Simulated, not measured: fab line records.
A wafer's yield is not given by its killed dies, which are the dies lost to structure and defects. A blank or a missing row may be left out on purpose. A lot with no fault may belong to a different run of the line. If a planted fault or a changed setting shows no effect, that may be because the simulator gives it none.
fab line records | flow nand-harc
record lots=5 | wafers=15 | last-day=24
route steps=1159 shown P_GATE@170 END@1159
lots untouched by any fault: they come from a run of this same line in which no faults occurred
start-h: hours from the record's opening day to when the first of the lot's shown wafers began | wait-h: how many hours have passed since the lot's step before this one | " same as the row above | L1.1+2: several wafers, shown together as one row | - either no value or no given start | * or withheld: withheld | < > ~ a bound
route shown NAME@n: NAME is a module with steps in the file, n the number in the route of the first one | usual: the fault-free wafers' mean and standard deviation | same: alike in all rows | chamber/n: place in a boat | sites: each site's reading | _std_site: their standard deviation | _edge_site: mean of outer sites minus mean of inner sites | radius-mm: for every site, how far away it sits from the centre of the wafer | mask NAME#n: copy n | behind: the tool/chamber that last shaped the wafer | hold: the reason the lot was held/the length of the hold in hours/how it ended | device: names the non-switching transistor (n, p or np) | end of line: tests of these same wafers at the route's end | a step with no rows: only its recipe | killed: not the wafer's yield, but the dies lost to structure and defects at the first sort | map: a wafer's dies, marking killed ones x, the rest . and places with no die _
set.NAME: the setting as run; set.NAME@STEP: as run at that earlier step | model.NAME: the simulator's own value behind a step, which no gauge read
a table for each step, a row for each wafer; lots at some steps of the route
services: when a tool's chamber went out of use (start-h, in hours from the record's first day, below 0 if earlier), for how many hours, and the reason
## steps
# step NHARC_P_GATE_CD_MEAS_46
# recipe target-cd-nm=720 | landing-energy-ev=500
# usual cd-nm=720.8/1.7
lot.wafer | tool      | chamber | start-h | wait-h | cd-nm
L511.2    | cd-sem-01 | 0       | 149.22  | -      | 720.7
L511.3    | "         | 0       | "       | "      | 722.3
L511.6    | "         | 0       | "       | "      | 718.7
L512.2    | cd-sem-01 | 0       | 158.40  | -      | 719.1
L512.4    | "         | 0       | "       | "      | 724.5
L512.6    | "         | 0       | "       | "      | 721.3
L513.1    | cd-sem-02 | 0       | 158.56  | -      | 719.9
L513.5    | "         | 0       | "       | "      | 724.2
L513.6    | "         | 0       | "       | "      | 721.6
L525.2    | cd-sem-02 | 0       | 225.18  | -      | 720.8
L525.3    | "         | 0       | "       | "      | 718.9
L525.5    | "         | 0       | "       | "      | 721.5
L524.1    | cd-sem-03 | 0       | 227.77  | -      | 721.9
L524.2    | "         | 0       | "       | "      | 722.3
L524.4    | "         | 0       | "       | "      | 725.2
# step NHARC_P_GATE_HARDBAKE_47
# recipe temp-c=125 | time-s=80
# step NHARC_P_GATE_DESCUM_48
# recipe time-s=3 | o2-flow-sccm=200 | ar-flow-sccm=0 | bias-power-w=0 | chemistry=O2
# usual drypump-motor-current-A=5.5/0.33 | oes-product-au=0.997/0.0088 | rf-vpp-V=57.8/0.97 | showerhead-plenum-p-Torr=1.91/0.085 | throttle-valve-pct=11.312/0.0092
lot.wafer | tool        | chamber | start-h | wait-h | drypump-motor-current-A | oes-product-au | rf-hours-counter-h | rf-vpp-V | showerhead-plenum-p-Torr | throttle-valve-pct
L511.3    | rie-diel-09 | 3       | 149.38  | -      | 6.0                     | 0.986          | 23                 | 58.0     | 1.99                     | 11.317
L511.2    | "           | 0       | "       | "      | 4.9                     | 0.998          | 22                 | 57.7     | 1.89                     | 11.317
L511.6    | "           | 0       | "       | "      | 4.9                     | 1.002          | -                  | 57.3     | 1.89                     | 11.311
L512.2    | rie-diel-09 | 0       | 158.58  | -      | 4.9                     | 1.002          | 26                 | 57.2     | 1.88                     | 11.303
L512.4    | "           | 1       | "       | "      | 5.6                     | 0.995          | 29                 | 57.4     | 1.93                     | 11.322
L512.6    | "           | 2       | "       | "      | 5.6                     | 1.006          | -                  | 55.9     | 1.84                     | 11.300
L513.1    | rie-diel-11 | 1       | 158.72  | -      | 5.0                     | 1.013          | 22                 | 57.6     | 1.99                     | 11.324
L513.5    | "           | 1       | "       | "      | 5.0                     | 0.999          | -                  | 59.8     | 1.99                     | 11.313
L513.6    | "           | 2       | "       | "      | 5.9                     | 1.009          | -                  | 59.1     | 2.02                     | 11.314
L525.3    | rie-diel-09 | 1       | 225.35  | -      | 5.6                     | 0.982          | 55                 | 58.7     | 1.92                     | 11.300
L525.2    | "           | 2       | "       | "      | 5.6                     | 1.004          | 54                 | 57.2     | 1.83                     | 11.300
L525.5    | "           | 1       | "       | "      | 5.6                     | 0.998          | -                  | 59.3     | 1.92                     | 11.309
L524.4    | rie-diel-09 | 3       | 227.93  | -      | 6.0                     | 0.993          | 51                 | 58.1     | 1.98                     | 11.329
L524.2    | "           | 0       | "       | "      | 4.9                     | 1.003          | 52                 | 59.0     | 1.88                     | 11.312
L524.1    | "           | 1       | "       | "      | 5.6                     | 0.996          | 55                 | 57.8     | 1.92                     | 11.311
# step NHARC_P_GATE_IMPLANT_49
# recipe energy-kev=30 | dose-cm2=3e+15 | tilt-deg=7
# step NHARC_P_GATE_STRIP_111
# recipe power-w=1500 | temp-c=110 | time-s=250 | chemistry=N2/H2
# usual drypump-motor-current-A=5.58/0.16 | heater-power-w=87/9.6
lot.wafer | tool            | chamber | start-h | wait-h | drypump-motor-current-A | heater-power-w | rf-hours-counter-h
L511.2    | plasma-asher-02 | 1       | 150.14  | 0.6    | 5.75                    | 86             | 48
L511.3    | "               | 1       | "       | "      | 5.75                    | 88             | -
L511.6    | "               | 1       | "       | "      | 5.75                    | 90             | -
L512.2    | plasma-asher-01 | 0       | 158.97  | 0.2    | 5.63                    | 98             | 14
L512.4    | "               | 1       | "       | "      | 5.64                    | 73             | -
L512.6    | "               | 1       | "       | "      | 5.61                    | 72             | -
L513.1    | plasma-asher-02 | 1       | 159.10  | 0.2    | 5.76                    | 89             | 51
L513.5    | "               | 1       | "       | "      | 5.74                    | 88             | -
L513.6    | "               | 0       | "       | "      | 5.29                    | 90             | -
L525.2    | plasma-asher-01 | 0       | 225.71  | 0.2    | 5.62                    | 99             | 40
L525.3    | "               | 0       | "       | "      | 5.62                    | 97             | -
L525.5    | "               | 0       | "       | "      | 5.62                    | 99             | -
L524.1    | plasma-asher-01 | 0       | 228.30  | 0.2    | 5.61                    | 99             | 41
L524.2    | "               | 1       | "       | "      | 5.64                    | 74             | 41
L524.4    | "               | 1       | "       | "      | 5.66                    | 71             | -
# step NHARC_P_GATE_STRIP_75
# recipe power-w=1500 | temp-c=250 | chemistry=O2
# usual drypump-motor-current-A=5.59/0.15 | heater-power-w=326/36
lot.wafer | tool            | chamber | start-h | wait-h | drypump-motor-current-A | heater-power-w | rf-hours-counter-h
L511.2    | plasma-asher-02 | 1       | 150.40  | 0.2    | 5.75                    | 333            | 48
L511.3    | "               | 1       | "       | "      | 5.76                    | 333            | -
L511.6    | "               | 1       | "       | "      | 5.75                    | 335            | -
L512.2    | plasma-asher-01 | 0       | 159.24  | 0.2    | 5.62                    | 363            | 14
L512.4    | "               | 1       | "       | "      | 5.62                    | 274            | -
L512.6    | "               | 1       | "       | "      | 5.64                    | 279            | -
L513.1    | plasma-asher-02 | 1       | 159.40  | 0.2    | 5.74                    | 341            | 51
L513.5    | "               | 1       | "       | "      | 5.71                    | 338            | -
L513.6    | "               | 0       | "       | "      | 5.32                    | 334            | -
L525.2    | plasma-asher-01 | 0       | 226.01  | 0.3    | 5.62                    | 369            | 41
L525.3    | "               | 0       | "       | "      | 5.63                    | 359            | -
L525.5    | "               | 0       | "       | "      | 5.63                    | 373            | -
L524.1    | plasma-asher-01 | 0       | 228.60  | 0.3    | 5.63                    | 378            | 42
L524.2    | "               | 1       | "       | "      | 5.62                    | 270            | 42
L524.4    | "               | 1       | "       | "      | 5.66                    | 267            | -
# step NHARC_P_GATE_STRIP_50
# recipe time-s=900 | temp-c=130 | chemistry=SPM
# step NHARC_P_GATE_DEHYDRATE_51
# recipe temp-c=150 | time-s=120
# step NHARC_P_GATE_HMDS_52
# recipe time-s=30
# step NHARC_P_GATE_COAT_53
# recipe spin-rpm=3000
# step NHARC_P_GATE_SOFTBAKE_54
# recipe temp-c=122 | time-s=95
# step NHARC_P_GATE_EBR_55
# step NHARC_P_GATE_EXPOSE_56
# recipe na=0.6 | target-cd-nm=720 | dose-mj=14.81 | mask-id=P_PSD
# usual focus-offset-nm=0.1/0.56
lot.wafer | tool           | chamber | start-h | wait-h | mask    | focus-offset-nm
L511.2    | krf-scanner-04 | 0       | 151.17  | -      | P_PSD#0 | -0.3
L511.3    | "              | 0       | "       | "      | P_PSD#0 | -0.3
L511.6    | "              | 0       | "       | "      | P_PSD#0 | 0.3
L512.2    | krf-scanner-02 | 0       | 160.00  | -      | P_PSD#0 | -0.5
L512.4    | "              | 0       | "       | "      | P_PSD#0 | -0.3
L512.6    | "              | 0       | "       | "      | P_PSD#0 | 0.4
L513.1    | krf-scanner-04 | 0       | 160.16  | -      | P_NSD#0 | -0.1
L513.5    | "              | 0       | "       | "      | P_NSD#0 | -0.7
L513.6    | "              | 0       | "       | "      | P_NSD#0 | 0.3
L525.2    | krf-scanner-03 | 0       | 226.66  | -      | P_PSD#0 | 0.6
L525.3    | "              | 0       | "       | "      | P_PSD#0 | -0.1
L525.5    | "              | 0       | "       | "      | P_PSD#0 | -0.3
L524.1    | krf-scanner-04 | 0       | 229.43  | -      | P_PSD#0 | -0.4
L524.2    | "              | 0       | "       | "      | P_PSD#0 | 0.6
L524.4    | "              | 0       | "       | "      | P_PSD#0 | -0.3
# step NHARC_P_GATE_PEB_57
# recipe peb-temp-c=118 | peb-time-s=85
# step NHARC_P_GATE_DEVELOP_58
# recipe time-s=70
# step NHARC_P_GATE_CD_MEAS_59
# recipe target-cd-nm=720 | landing-energy-ev=500
# usual cd-nm=719.3/2.6
lot.wafer | tool      | chamber | start-h | wait-h | cd-nm
L511.2    | cd-sem-02 | 0       | 151.34  | -      | 719.6
L511.3    | "         | 0       | "       | "      | 721.1
L511.6    | "         | 0       | "       | "      | 720.2
L512.2    | cd-sem-02 | 0       | 160.15  | -      | 723.1
L512.4    | "         | 0       | "       | "      | 721.9
L512.6    | "         | 0       | "       | "      | 722.8
L513.1    | cd-sem-03 | 0       | 160.32  | -      | -
L513.5    | "         | 0       | "       | "      | -
L513.6    | "         | 0       | "       | "      | -
L525.2    | cd-sem-02 | 0       | 226.81  | -      | 718.3
L525.3    | "         | 0       | "       | "      | 717.0
L525.5    | "         | 0       | "       | "      | 719.4
L524.1    | cd-sem-03 | 0       | 229.59  | -      | 715.4
L524.2    | "         | 0       | "       | "      | 716.2
L524.4    | "         | 0       | "       | "      | 718.7
# step NHARC_P_GATE_HARDBAKE_60
# recipe temp-c=125 | time-s=80
# step NHARC_END_SORT_01
# recipe temp-c=25
# usual killed-at-array=29/13 | killed-at-other=0.7/1 | killed-at-periphery=3.2/2.3 | killed-dies=33/13 | killed-open=3.3/1.7 | killed-short=2.0/1.5
# same gross-dies=677
lot.wafer | tool      | chamber | start-h | wait-h | killed-at-array | killed-at-other | killed-at-periphery | killed-dies | killed-open | killed-short
L511.2    | prober-01 | 0       | 487.96  | 2.8    | 35              | 1               | 6                   | 42          | 3           | 1
L511.3    | prober-01 | 0       | 488.76  | 3.1    | 34              | 3               | 4                   | 41          | 4           | 1
L511.6    | prober-01 | 0       | 491.13  | 4.0    | 42              | 0               | 11                  | 53          | 4           | 1
L513.1    | prober-01 | 0       | 505.67  | 2.5    | 29              | 1               | 647                 | 677         | 4           | 1
L513.5    | prober-01 | 0       | 508.90  | 3.7    | 14              | 1               | 662                 | 677         | 2           | 3
L513.6    | prober-01 | 0       | 509.70  | 4.0    | 27              | 1               | 649                 | 677         | 2           | 2
L525.2    | prober-01 | 0       | 565.31  | 2.8    | 14              | 1               | 9                   | 24          | 1           | 1
L525.3    | prober-01 | 0       | 566.11  | 3.1    | 20              | 2               | 3                   | 25          | 6           | 3
L525.5    | prober-01 | 0       | 567.69  | 3.7    | 17              | 0               | 1                   | 18          | 1           | 3
L524.1    | prober-02 | 0       | 572.25  | 2.5    | 21              | 1               | 5                   | 27          | 6           | 4
L524.2    | prober-02 | 0       | 573.05  | 2.8    | 19              | 0               | 3                   | 22          | 6           | 2
L524.4    | prober-02 | 0       | 574.65  | 3.4    | 22              | 0               | 1                   | 23          | 1           | 3
# killed by level:class
L511.2 A_SLIT:chamber-film-flake=13 A_CHANNEL_HOLE_D1:chamber-film-flake=12 A_STAIRCASE:chamber-film-flake=4 P_ZERO_WELL:chamber-film-flake=3 P_GATE:chamber-film-flake=2 A_ZERO_WELL:chamber-film-flake=2 P_CONTACT:geometric-particle:open=1 A_SLIT:geometric-particle:short=1
L511.3 A_CHANNEL_HOLE_D1:chamber-film-flake=14 A_SLIT:chamber-film-flake=6 A_STAIRCASE:chamber-film-flake=5 A_BLC:geometric-particle:open=3 A_WL_FILL:chamber-film-flake=3 HYBRID_BOND:chamber-film-flake=3 P_ZERO_WELL:chamber-film-flake=2 P_GATE:chamber-film-flake=2
L511.6 A_CHANNEL_HOLE_D1:chamber-film-flake=22 A_SLIT:chamber-film-flake=11 P_ZERO_WELL:chamber-film-flake=5 A_STAIRCASE:chamber-film-flake=5 P_GATE:chamber-film-flake=4 P_CONTACT:geometric-particle:open=2 A_CHANNEL_HOLE_D1:geometric-particle:short=1 A_CONTACT:geometric-particle:open=1
L513.1 P_GATE:area-expose=643 A_STAIRCASE:chamber-film-flake=9 A_BLC:chamber-film-flake=5 A_BONDPAD:chamber-film-flake=5 A_CHANNEL_HOLE_D1:chamber-film-flake=3 P_ZERO_WELL:chamber-film-flake=2 P_M1:chamber-film-flake=2 A_WL_FILL:chamber-film-flake=2
L513.5 P_GATE:area-expose=649 P_ZERO_WELL:chamber-film-flake=7 P_M1:chamber-film-flake=4 A_STAIRCASE:chamber-film-flake=4 A_CONTACT:chamber-film-flake=3 P_CONTACT:geometric-particle:open=1 A_SOURCE_PLATE:geometric-particle:short=1 A_CHANNEL_FILL_D1:geometric-particle:open=1
L513.6 P_GATE:area-expose=645 A_CHANNEL_HOLE_D1:chamber-film-flake=8 A_STAIRCASE:chamber-film-flake=7 A_BLC:chamber-film-flake=3 A_BONDPAD:chamber-film-flake=3 A_WL_FILL:chamber-film-flake=2 A_CONTACT:chamber-film-flake=2 P_CONTACT:geometric-particle:open=1
L525.2 P_M0:chamber-film-flake=6 A_WL_FILL:chamber-film-flake=5 A_CHANNEL_HOLE_D1:chamber-film-flake=4 P_ZERO_WELL:chamber-film-flake=2 A_CONTACT:chamber-film-flake=2 A_WL_FILL:geometric-particle:short=1 A_WL_FILL:geometric-particle:open=1 P_GATE:chamber-film-flake=1
L525.3 A_CHANNEL_HOLE_D1:chamber-film-flake=9 A_M0:geometric-particle:open=2 P_M2:geometric-particle:open=1 A_ONON_D1:geometric-particle:open=1 A_WL_FILL:geometric-particle:short=1 A_CONTACT:geometric-particle:short=1 A_CONTACT:geometric-particle:open=1 A_BLC:geometric-particle:open=1
L525.5 A_CHANNEL_HOLE_D1:chamber-film-flake=5 A_CHANNEL_FILL_D1:geometric-particle:short=2 A_STAIRCASE:chamber-film-flake=2 A_SLIT:chamber-film-flake=2 A_WL_FILL:chamber-film-flake=2 A_STAIRCASE:geometric-particle:open=1 A_WL_FILL:geometric-particle:short=1 P_ZERO_WELL:chamber-film-flake=1
L524.1 A_CHANNEL_HOLE_D1:chamber-film-flake=6 A_STAIRCASE:chamber-film-flake=3 A_WL_FILL:chamber-film-flake=2 P_STI:geometric-particle:open=1 P_CONTACT:geometric-particle:open=1 P_M1:geometric-particle:short=1 A_SOURCE_PLATE:geometric-particle:short=1 A_ONON_D1:geometric-particle:open=1
L524.2 A_CHANNEL_HOLE_D1:chamber-film-flake=8 A_CHANNEL_HOLE_D1:geometric-particle:open=2 A_CONTACT:geometric-particle:open=2 P_STI:chamber-film-flake=2 A_CONTACT:chamber-film-flake=2 A_SOURCE_PLATE:geometric-particle:open=1 A_CHANNEL_FILL_D1:geometric-particle:open=1 A_WL_FILL:geometric-particle:short=1
L524.4 A_CHANNEL_HOLE_D1:chamber-film-flake=11 A_CONTACT:chamber-film-flake=3 A_STAIRCASE:chamber-film-flake=2 P_M0:geometric-particle:short=1 A_CHANNEL_FILL_D1:geometric-particle:open=1 A_SGD_CUT:geometric-particle:short=1 A_CONTACT:geometric-particle:short=1 A_M1:chamber-film-flake=1
# map L513.1 (x killed, . not)
____________x____________
_________xxxxxxx_________
_______xxxxxxxxxxx_______
______xxxxxxxxxxxxx______
_____xxxxxxxxxxxxxxx_____
____xxxxxxxxxxxxxxxxx____
____xxxxxxxxxxxxxxxxx____
___xxxxxxxxxxxxxxxxxxx___
___xxxxxxxxxxxxxxxxxxx___
__xxxxxxxxxxxxxxxxxxxxx__
__xxxxxxxxxxxxxxxxxxxxx__
_xxxxxxxxxxxxxxxxxxxxxxx_
_xxxxxxxxxxxxxxxxxxxxxxx_
_xxxxxxxxxxxxxxxxxxxxxxx_
_xxxxxxxxxxxxxxxxxxxxxxx_
_xxxxxxxxxxxxxxxxxxxxxxx_
xxxxxxxxxxxxxxxxxxxxxxxxx
xxxxxxxxxxxxxxxxxxxxxxxxx
xxxxxxxxxxxxxxxxxxxxxxxxx
xxxxxxxxxxxxxxxxxxxxxxxxx
xxxxxxxxxxxxxxxxxxxxxxxxx
_xxxxxxxxxxxxxxxxxxxxxxx_
_xxxxxxxxxxxxxxxxxxxxxxx_
_xxxxxxxxxxxxxxxxxxxxxxx_
_xxxxxxxxxxxxxxxxxxxxxxx_
_xxxxxxxxxxxxxxxxxxxxxxx_
__xxxxxxxxxxxxxxxxxxxxx__
__xxxxxxxxxxxxxxxxxxxxx__
___xxxxxxxxxxxxxxxxxxx___
___xxxxxxxxxxxxxxxxxxx___
____xxxxxxxxxxxxxxxxx____
____xxxxxxxxxxxxxxxxx____
_____xxxxxxxxxxxxxxx_____
______xxxxxxxxxxxxx______
_______xxxxxxxxxxx_______
_________xxxxxxx_________
____________x____________
# map L511.6 (x killed, . not)
____________.____________
_________......._________
_______..........._______
______...........x.______
_____..............._____
____.................____
____..............x..____
___...................___
___............x..x...___
__.....................__
__.....................__
_...........x..........._
_.................x...x._
_...........x.x.xx...xx._
_...............x.....x._
_..............xx...x..._
..............x.xx.......
.......x.............x...
.........................
.........................
.....x...................
_....xx................._
_......................._
_......................._
_...............x......._
_.......x......x........_
__................x....__
__.............xx.x..x.__
___............x......___
___...........x.x.x...___
____......x...xx.x...____
____x..........x.x...____
_____........x.x...._____
______.......x.xx.x______
_______.....x...x._______
_________......._________
____________.____________
## services
tool            | chamber | start-h | hours | kind
krf-scanner-04  | -       | 126.00  | 4.0   | pm
rie-diel-09     | 0       | 135.13  | -     | clean
rie-diel-09     | 1       | 135.13  | -     | clean
rie-diel-09     | 2       | 135.13  | -     | clean
rie-diel-09     | 3       | 135.13  | -     | clean
rie-diel-09     | 0       | 159.63  | -     | clean
rie-diel-09     | 1       | 159.63  | -     | clean
rie-diel-09     | 2       | 159.63  | -     | clean
rie-diel-09     | 3       | 159.63  | -     | clean
rie-diel-11     | 2       | 161.62  | 1.9   | repair
krf-scanner-02  | -       | 162.39  | 0.4   | repair
krf-scanner-03  | -       | 167.72  | 0.5   | repair
krf-scanner-03  | -       | 168.24  | 4.0   | pm
plasma-asher-02 | -       | 176.39  | 3.4   | repair
krf-scanner-03  | -       | 181.39  | 6.7   | repair
plasma-asher-02 | -       | 183.06  | 9.0   | pm
plasma-asher-02 | 0       | 183.06  | 9.0   | vent-cycle
plasma-asher-02 | 1       | 183.06  | 9.0   | vent-cycle
rie-diel-09     | 0       | 184.43  | -     | clean
rie-diel-11     | -       | 190.06  | 9.0   | pm
krf-scanner-02  | -       | 210.00  | 4.0   | pm
rie-diel-11     | 3       | 226.09  | 2.5   | repair
rie-diel-11     | 2       | 226.40  | 2.0   | repair
rie-diel-11     | 0       | 229.34  | 2.6   | repair
## key
first-sign step=NHARC_P_GATE_EXPOSE_56 | reading=mask | direction=changed
effect step=NHARC_P_GATE_CD_MEAS_59 | reading=cd-nm | direction=missing
effect step=NHARC_END_SORT_01 | reading=killed-at-periphery | direction=up | sigmas=99+ | usual=3.2 | struck=652.7
more-kills-born-at NHARC_P_GATE_EXPOSE_56@krf-scanner-04=1937
met-at NHARC_P_GATE_EXPOSE_56
struck-wafers L513.1,L513.5,L513.6
later-rows-left-out L513.1,L513.5,L513.6
tester-left-out L513
onset-between 151.17 160.16
fault kind=wrong-mask | tool=any | chamber=- | onset-h=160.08 | steps=NHARC_P_GATE_EXPOSE_56 | aux-copy=P_NSD#0 | scope=struck-lots-only
# tester-left-out: of these lots the tester's yield and bins aren't shown, on N5 and GAA mostly nor the transistor test; their killed dies are dies lost to structure and defects alone, not to doping, threshold or leakage, so they don't give the yield
# later-rows-left-out: the simulator's readings of these wafers behind a module that went badly wrong aren't trusted and aren't shown, but for the sort
